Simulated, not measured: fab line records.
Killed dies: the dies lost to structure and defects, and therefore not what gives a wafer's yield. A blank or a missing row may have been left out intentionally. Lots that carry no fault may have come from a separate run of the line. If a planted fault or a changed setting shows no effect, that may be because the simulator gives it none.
Chamber matching -- flow n5Finfet -- rieDiel-02 running N5_BEOL_M5_ETCH_72: 4 sister chambers
The step etches underlayer in N2/H2, target depth 6.5 nm, time 5.2 s. 4 wafers are shown with their chamber, then 7 later ones without.

== WAFERS WITH THEIR CHAMBER ==
wafer,chamber,showerheadPlenumPTorr (Torr)
L083.1,0,2.59
L083.4,1,2.43
L085.2,2,2.46
L085.3,3,2.42

== WAFERS WHOSE CHAMBER IS MISSING ==
wafer,showerheadPlenumPTorr (Torr)
L085.6,2.42
L087.2,2.59
L087.3,2.42
L087.5,2.59
L091.1,2.42
L091.4,2.46
L091.6,2.58

== THE CHAMBER EACH PASSED THROUGH ==
wafer,from the rows above,in truth
L085.6,3,3
L087.2,0,0
L087.3,3,3
L087.5,0,0
L091.1,3,3
L091.4,2,2
L091.6,0,0
7 of 7 placed correctly. Not placeable from these rows: 0. Placed wrongly: 0.
How it was worked out, from the rows above alone: a wafer's distance from a chamber is the root of the sum, over the readings, of the square of ((its reading less the chamber's mean) divided by the reading's scatter). If the next closest chamber is less than 2 further off than the closest, the wafer can't be placed; otherwise it belongs to the closest. A chamber's mean is the mean of its shown wafers. The scatter: root of mean squared gap, hidden wafer to nearest shown wafer, with one shown wafer a chamber.
